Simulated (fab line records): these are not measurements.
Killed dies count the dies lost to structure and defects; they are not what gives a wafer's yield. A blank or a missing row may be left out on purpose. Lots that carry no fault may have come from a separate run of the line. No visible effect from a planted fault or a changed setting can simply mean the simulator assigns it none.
fab line records -- flow nand_harc
record lots=12, wafers=36, last_day=25
route steps=1159 shown P_STI@89 P_GATE@146 END@1159
lots that met no fault: from a run of the same line without faults
start_h: the number of hours between the record's first day and the start of the first shown wafer of the lot -- wait_h: time in hours since the lot's previous step -- " the same as in the row above -- L1.1+2: several wafers, shown together as one row -- - no value, or no start was given -- * or withheld: withheld -- < > ~ a bound
route shown NAME@n: a module of which the file shows steps, and the number in the route of the first -- usual: average and standard deviation across the fault-free wafers -- same: alike in all rows -- chamber/n: place in a boat -- sites: per-site readings -- _std_site: how widely they spread, as a standard deviation -- _edge_site: outer sites' mean less inner sites' -- radius_mm: for every site, how far away it sits from the centre of the wafer -- mask NAME#n: copy n -- behind: the tool/chamber that last shaped the wafer -- hold: why the lot was held/for how many hours/how that ended -- device: names the non-switching transistor (n, p or np) -- end of line: tests run on the same wafers once the route is complete -- a step with no rows: only its recipe -- killed: at the first sort, the dies lost to defects and structure; wafer yield is something else -- map: a wafer's dies, x killed, . not, _ none there
set.NAME: the run value of the setting; set.NAME@STEP: its run value at that earlier step -- model.NAME: the simulator's own value behind a step, which no gauge read
one table for each step of the route and one row for each wafer, over a sample of lots
services: the hour from which a tool's chamber was out of use, counted from the record's first day as start_h (under 0 if before that day), plus the number of hours and why
## steps
# step NHARC_P_STI_ETCH_31
# recipe target_depth_a=1089, time_s=54.5, cf4_flow_sccm=100, chf3_flow_sccm=30, ar_flow_sccm=0, rf_w=500, bias_w=200, chemistry=CF4/CHF3
# usual drypump_motor_current_A=5.9/0.31, oes_product_au=0.962/0.015, rf_vpp_V=371.0/2.4, showerhead_plenum_p_Torr=1.59/0.068, throttle_valve_pct=16.802/0.0094
lot.wafer,tool,chamber,start_h,wait_h,drypump_motor_current_A,oes_product_au,rf_hours_counter_h,rf_vpp_V,showerhead_plenum_p_Torr,throttle_valve_pct
L979.1,rie_diel-10,1,-,-,5.8,0.957,0.8,375.3,1.70,16.802
L979.4,rie_diel-10,3,-,-,6.2,0.978,1.7,370.2,1.58,16.809
L979.5,rie_diel-10,1,-,-,5.7,0.954,-,375.5,1.70,16.810
L983.2,rie_diel-02,0,-,-,5.7,0.972,4.9,371.9,1.61,16.819
L983.4,rie_diel-02,2,-,-,5.5,0.964,5.9,373.8,1.68,16.802
L983.6,rie_diel-02,0,-,-,5.7,0.976,-,371.4,1.61,16.797
L986.4,rie_diel-10,0,-,-,6.1,0.975,2.3,370.2,1.58,16.798
L986.3,rie_diel-10,1,-,-,5.7,0.954,1.5,371.8,1.70,16.806
L986.1,rie_diel-10,2,-,-,6.0,0.966,2.4,367.8,1.50,16.795
L985.3,rie_diel-02,2,-,-,5.5,0.978,7.1,373.6,1.68,16.810
L985.4,rie_diel-02,0,-,-,5.7,0.953,-,370.7,1.61,16.814
L985.5,rie_diel-02,3,-,-,5.8,0.975,-,374.1,1.66,16.811
L990.3,rie_diel-10,2,-,-,6.1,0.972,3.3,368.5,1.50,16.793
L990.1,rie_diel-10,1,-,-,5.7,0.979,2.4,373.9,1.70,16.808
L990.6,rie_diel-10,2,-,-,6.0,0.972,-,368.0,1.50,16.784
L993.4,rie_diel-09,1,-,-,5.4,0.949,1.8,370.0,1.55,16.819
L993.3,rie_diel-09,2,-,-,5.5,0.965,1.6,369.8,1.53,16.812
L993.5,rie_diel-09,3,-,-,6.3,0.980,-,369.6,1.56,16.802
L992.1,rie_diel-10,3,-,-,6.2,0.968,3.8,371.2,1.58,16.794
L992.4,rie_diel-10,1,-,-,5.8,0.944,2.8,376.3,1.70,16.790
L992.5,rie_diel-10,0,-,-,6.1,0.947,-,371.0,1.58,16.807
L995.1,rie_diel-02,1,-,-,6.2,0.962,9.4,366.3,1.47,16.789
L995.3,rie_diel-02,2,-,-,5.5,0.964,12.7,374.0,1.67,16.789
L995.5,rie_diel-02,3,-,-,5.8,0.962,-,372.1,1.66,16.792
L996.1,rie_diel-09,2,-,-,5.5,0.952,2.6,368.6,1.53,16.801
L996.3,rie_diel-09,3,-,-,6.3,0.969,2.6,368.5,1.56,16.811
L996.6,rie_diel-09,2,-,-,5.5,0.944,-,368.7,1.53,16.798
L997.3,rie_diel-09,1,-,-,5.4,0.961,2.9,369.0,1.54,16.785
L997.1,rie_diel-09,0,-,-,6.3,0.952,3.2,373.7,1.65,16.815
L997.5,rie_diel-09,1,-,-,5.4,0.965,-,369.9,1.54,16.797
L998.4,rie_diel-10,0,-,-,6.1,0.966,4.5,371.7,1.58,16.811
L998.2,rie_diel-10,3,-,-,6.2,0.982,4.6,369.9,1.58,16.814
L998.5,rie_diel-10,1,-,-,5.7,0.965,-,375.1,1.70,16.809
L999.1,rie_diel-09,0,-,-,6.3,0.957,3.5,373.7,1.65,16.816
L999.2,rie_diel-09,1,-,-,5.4,0.949,3.3,369.4,1.54,16.788
L999.6,rie_diel-09,2,-,-,5.5,0.981,-,368.7,1.53,16.801
# step NHARC_P_GATE_HM_OPEN_105
# recipe target_depth_a=3600, o2_flow_sccm=400, cos_flow_sccm=20, ar_flow_sccm=0, rf_w=500, bias_w=300, chemistry=O2/COS
# usual cos_flow_sccm=20.00/0.055, drypump_motor_current_A=5.8/0.42, oes_product_au=1.000/0.013, rf_vpp_V=466.8/2.9, showerhead_plenum_p_Torr=3.11/0.14, throttle_valve_pct=28.329/0.0089
lot.wafer,tool,chamber,start_h,wait_h,cos_flow_sccm,drypump_motor_current_A,oes_product_au,rf_hours_counter_h,rf_vpp_V,showerhead_plenum_p_Torr,throttle_valve_pct
L979.4,rie_diel-06,3,-,-,19.96,5.8,1.005,13,471.0,3.26,28.332
L979.1,rie_diel-06,1,-,-,20.03,6.2,1.014,10,463.9,2.98,28.323
L979.5,rie_diel-06,2,-,-,20.01,5.7,0.995,-,465.2,2.98,28.314
L983.2,rie_diel-08,0,-,-,20.03,6.3,1.007,0,465.8,3.04,28.316
L983.4,rie_diel-08,1,-,-,20.03,6.2,0.990,0,466.8,3.07,28.331
L983.6,rie_diel-08,0,-,-,19.90,6.3,1.016,-,465.4,3.04,28.329
L985.3,rie_diel-06,2,-,-,20.03,5.7,0.991,25,463.8,2.98,28.330
L985.4,rie_diel-06,3,-,-,20.01,5.8,1.016,27,470.3,3.25,28.333
L985.5,rie_diel-06,1,-,-,19.92,6.2,1.017,-,464.6,2.97,28.351
L986.1,rie_diel-08,0,-,-,20.08,6.3,1.007,2,465.9,3.04,28.333
L986.4,rie_diel-08,2,-,-,20.02,4.9,0.988,1,469.5,3.32,28.335
L986.3,rie_diel-08,3,-,-,19.97,6.2,0.987,2,464.8,3.00,28.331
L990.1,rie_diel-06,2,-,-,20.01,5.7,1.003,31,462.2,2.97,28.319
L990.3,rie_diel-06,0,-,-,19.95,5.6,0.998,32,463.5,2.94,28.332
L990.6,rie_diel-06,2,-,-,20.02,5.7,0.996,-,463.3,2.97,28.338
L993.4,rie_diel-08,2,-,-,20.02,4.9,0.996,11,470.2,3.31,28.319
L993.3,rie_diel-08,3,-,-,20.08,6.2,1.000,10,464.0,3.00,28.330
L993.5,rie_diel-08,2,-,-,19.94,4.9,1.000,-,470.9,3.31,28.342
L992.4,rie_diel-06,2,-,-,20.04,5.7,0.979,41,464.4,2.97,28.336
L992.1,rie_diel-06,0,-,-,20.03,5.6,1.003,42,462.6,2.94,28.339
L992.5,rie_diel-06,2,-,-,20.08,5.7,1.004,-,465.7,2.97,28.324
L995.1,rie_diel-04,2,-,-,19.92,5.6,0.995,32,469.2,3.36,28.336
L995.3,rie_diel-04,3,-,-,20.04,6.0,0.977,31,469.0,3.24,28.338
L995.5,rie_diel-04,2,-,-,19.98,5.6,0.986,-,471.8,3.36,28.335
L996.1,rie_diel-08,1,-,-,19.89,6.1,0.977,16,466.7,3.07,28.335
L996.3,rie_diel-08,2,-,-,20.04,4.9,1.002,16,470.5,3.31,28.328
L996.6,rie_diel-08,1,-,-,19.95,6.1,0.987,-,465.6,3.06,28.343
L999.1,rie_diel-06,3,-,-,20.01,5.8,1.017,59,470.2,3.24,28.334
L999.2,rie_diel-06,0,-,-,20.00,5.6,1.007,54,462.3,2.93,28.335
L999.6,rie_diel-06,3,-,-,20.06,5.7,1.011,-,468.9,3.24,28.329
L997.1,rie_diel-08,2,-,-,19.98,4.9,0.994,19,470.1,3.31,28.336
L997.3,rie_diel-08,3,-,-,20.03,6.2,1.004,17,464.5,2.99,28.334
L997.5,rie_diel-08,2,-,-,19.99,4.9,0.996,-,472.1,3.31,28.318
L998.2,rie_diel-08,3,-,-,20.00,6.2,1.007,17,462.1,2.99,28.330
L998.5,rie_diel-08,1,-,-,20.05,6.2,0.973,-,466.4,3.06,28.326
L998.4,rie_diel-08,2,-,-,20.00,4.9,0.996,-,471.3,3.31,28.336
# step NHARC_P_GATE_COAT_40
# recipe spin_rpm=3000
# usual chill_plate_temp_C=22.99/0.11, exhaust_pa=45.1/0.82
lot.wafer,tool,chamber,start_h,wait_h,chill_plate_temp_C,exhaust_pa
L979.1,litho_track-02,0,118.02,-,23.07,43.2
L979.4,litho_track-02,0,118.02,-,23.02,43.6
L979.5,litho_track-02,0,118.02,-,23.13,43.1
L983.2,litho_track-05,0,146.25,-,23.08,46.6
L983.4,litho_track-05,0,146.25,-,23.15,45.5
L983.6,litho_track-05,0,146.25,-,23.16,44.3
L985.3,litho_track-05,-,157.91,-,-,-
L985.4,litho_track-05,-,157.91,-,-,-
L985.5,litho_track-05,-,157.91,-,-,-
L986.1,litho_track-05,-,158.63,-,-,-
L986.3,litho_track-05,-,158.63,-,-,-
L986.4,litho_track-05,-,158.63,-,-,-
L990.1,litho_track-03,0,177.68,-,23.06,43.0
L990.3,litho_track-03,0,177.68,-,22.96,44.3
L990.6,litho_track-03,0,177.68,-,23.06,45.3
L993.3,litho_track-03,0,200.36,-,22.99,45.3
L993.4,litho_track-03,0,200.36,-,22.87,45.6
L993.5,litho_track-03,0,200.36,-,22.94,46.1
L992.1,litho_track-05,0,201.04,-,22.95,46.2
L992.4,litho_track-05,0,201.04,-,22.89,45.6
L992.5,litho_track-05,0,201.04,-,22.81,45.8
L995.1,litho_track-05,0,211.62,-,23.08,43.6
L995.3,litho_track-05,0,211.62,-,23.16,44.5
L995.5,litho_track-05,0,211.62,-,23.09,44.1
L996.1,litho_track-05,0,219.62,-,22.87,45.2
L996.3,litho_track-05,0,219.62,-,22.88,46.0
L996.6,litho_track-05,0,219.62,-,22.88,44.7
L999.1,litho_track-03,0,234.36,-,22.96,45.2
L999.2,litho_track-03,0,234.36,-,22.95,45.6
L999.6,litho_track-03,0,234.36,-,22.97,45.0
L997.1,litho_track-05,0,234.56,-,22.87,46.0
L997.3,litho_track-05,0,234.56,-,22.89,46.5
L997.5,litho_track-05,0,234.56,-,22.87,46.0
L998.2,litho_track-02,0,242.65,-,23.06,45.8
L998.4,litho_track-02,0,242.65,-,23.03,45.3
L998.5,litho_track-02,0,242.65,-,23.04,45.1
# step NHARC_P_GATE_STRIP_75
# recipe power_w=1500, temp_c=250, chemistry=O2
# usual drypump_motor_current_A=5.76/0.041, heater_power_w=336/26
lot.wafer,tool,chamber,start_h,wait_h,drypump_motor_current_A,heater_power_w,rf_hours_counter_h
L979.1,plasma_asher-01,0,119.39,0.2,5.72,364,5
L979.4,plasma_asher-01,0,119.39,0.2,5.70,352,-
L979.5,plasma_asher-01,0,119.39,0.2,5.72,368,-
L983.2,plasma_asher-02,1,147.88,0.2,5.73,353,45
L983.4,plasma_asher-02,0,147.88,0.2,5.77,293,-
L983.6,plasma_asher-02,1,147.88,0.2,5.73,354,-
L985.3,plasma_asher-02,1,159.42,0.2,5.73,357,-
L985.4,plasma_asher-02,0,159.42,0.2,5.87,297,-
L985.5,plasma_asher-02,1,159.42,0.2,5.74,356,-
L986.1,plasma_asher-01,1,159.93,0.3,5.76,325,18
L986.3,plasma_asher-01,1,159.93,0.3,5.75,322,-
L986.4,plasma_asher-01,0,159.93,0.3,5.73,365,-
L990.1,plasma_asher-02,1,178.94,0.2,5.73,353,56
L990.3,plasma_asher-02,1,178.94,0.2,5.75,353,-
L990.6,plasma_asher-02,0,178.94,0.2,5.80,305,-
L993.4,plasma_asher-01,1,201.64,0.2,5.73,325,-
L993.3,plasma_asher-01,0,201.64,0.2,5.73,353,-
L993.5,plasma_asher-01,0,201.64,0.2,5.74,360,-
L992.1,plasma_asher-01,0,202.34,0.2,5.73,354,34
L992.4,plasma_asher-01,1,202.34,0.2,5.73,324,-
L992.5,plasma_asher-01,1,202.34,0.2,5.74,333,-
L995.1,plasma_asher-02,0,213.66,0.3,5.84,290,8
L995.3,plasma_asher-02,1,213.66,0.3,5.75,363,-
L995.5,plasma_asher-02,1,213.66,0.3,5.73,360,-
L996.1,plasma_asher-02,0,220.86,0.2,5.82,291,11
L996.3,plasma_asher-02,1,220.86,0.2,5.73,365,-
L996.6,plasma_asher-02,0,220.86,0.2,5.83,287,-
L999.1,plasma_asher-01,0,235.48,0.2,5.73,357,43
L999.2,plasma_asher-01,1,235.48,0.2,5.75,325,43
L999.6,plasma_asher-01,0,235.48,0.2,5.74,358,-
L997.1,plasma_asher-01,0,235.87,0.2,5.71,361,44
L997.3,plasma_asher-01,0,235.87,0.2,5.73,365,-
L997.5,plasma_asher-01,1,235.87,0.2,5.77,336,-
L998.2,plasma_asher-01,0,243.90,0.3,5.75,365,47
L998.4,plasma_asher-01,1,243.90,0.3,5.75,323,-
L998.5,plasma_asher-01,1,243.90,0.3,5.77,325,-
# step NHARC_END_SORT_01
# recipe temp_c=25
# usual killed_at_array=28/11, killed_at_other=0.7/1.1, killed_at_periphery=2.9/2, killed_dies=32/11, killed_open=3.2/1.8, killed_short=2.0/1.4
# same gross_dies=677
lot.wafer,tool,chamber,start_h,wait_h,killed_at_array,killed_at_other,killed_at_periphery,killed_dies,killed_open,killed_short
L993.5,prober-01,0,537.21,3.7,41,1,3,45,5,1
L995.1,prober-01,0,547.89,2.5,12,1,3,16,2,1
L995.3,prober-01,0,549.49,3.1,17,2,0,19,1,5
L995.5,prober-01,0,551.09,3.7,20,0,5,25,6,1
# killed by level:class
L993.5 A_CHANNEL_HOLE_D1:chamber_film_flake=23 A_STAIRCASE:chamber_film_flake=6 A_WL_FILL:chamber_film_flake=3 A_CONTACT:chamber_film_flake=2 P_GATE:geometric_particle:open=1 P_CONTACT:geometric_particle:open=1 A_CHANNEL_HOLE_D1:geometric_particle:open=1 A_STAIRCASE:geometric_particle:short=1
L995.1 A_CHANNEL_HOLE_D1:chamber_film_flake=4 A_STAIRCASE:chamber_film_flake=3 A_CONTACT:chamber_film_flake=2 P_M0:geometric_particle:open=1 A_WL_FILL:geometric_particle:short=1 A_CONTACT:geometric_particle:open=1 P_ZERO_WELL:chamber_film_flake=1 P_GATE:chamber_film_flake=1
L995.3 A_WL_FILL:chamber_film_flake=4 A_CHANNEL_HOLE_D1:chamber_film_flake=2 A_CONTACT:chamber_film_flake=2 THIN_TSV:chamber_film_flake=2 A_SOURCE_PLATE:geometric_particle:open=1 A_ONON_D1:geometric_particle:short=1 A_CHANNEL_HOLE_D1:geometric_particle:short=1 A_SGD_CUT:geometric_particle:short=1
L995.5 A_CHANNEL_HOLE_D1:chamber_film_flake=5 A_WL_FILL:chamber_film_flake=4 A_M0:chamber_film_flake=4 A_SOURCE_PLATE:geometric_particle:open=3 P_GATE:chamber_film_flake=2 A_CONTACT:chamber_film_flake=2 P_CONTACT:geometric_particle:open=1 P_M0:geometric_particle:open=1
## services
tool,chamber,start_h,hours,kind
litho_track-03,-,38.00,7.0,pm
litho_track-05,-,62.00,7.0,pm
rie_diel-06,-,65.80,9.0,pm
rie_diel-09,-,77.10,9.0,pm
rie_diel-02,0,82.76,3.8,repair
plasma_asher-01,-,99.00,9.0,pm
rie_diel-02,1,108.31,12.7,repair
rie_diel-10,1,109.11,3.0,repair
rie_diel-06,1,120.98,3.8,repair
rie_diel-08,-,124.86,9.0,pm
rie_diel-10,1,150.52,11.2,repair
rie_diel-10,3,150.57,6.8,repair
rie_diel-02,-,150.70,9.0,pm
rie_diel-09,1,151.71,4.7,repair
rie_diel-10,-,176.50,9.0,pm
plasma_asher-02,-,183.67,9.0,pm
rie_diel-06,1,202.75,4.9,repair
rie_diel-06,1,215.78,28.6,repair
rie_diel-08,0,222.34,17.2,repair
rie_diel-10,0,224.04,5.8,repair
rie_diel-08,-,227.69,1.1,repair
litho_track-05,-,237.00,7.0,pm
rie_diel-08,-,240.22,1.5,repair
rie_diel-06,-,242.80,9.0,pm
## key
first_sign step=NHARC_P_GATE_COAT_40, reading=tool_record, direction=missing
effect none on later readings
met_at NHARC_P_GATE_COAT_40
struck_lots L985,L986
tester_left_out L985,L986
not_acting_at NHARC_P_STI_ETCH_31,NHARC_P_GATE_HM_OPEN_105,NHARC_P_GATE_STRIP_75
onset_between 146.25 157.91
fault kind=skipped_step_whole, tool=litho_track-05, chamber=-, onset_h=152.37, steps=NHARC_P_GATE_COAT_40, scope=struck_lots_only
# tester_left_out: of these lots the tester's yield and bins aren't shown, on N5 and GAA mostly nor the transistor test; their killed dies are dies lost to structure and defects alone, not to doping, threshold or leakage, so they don't give the yield
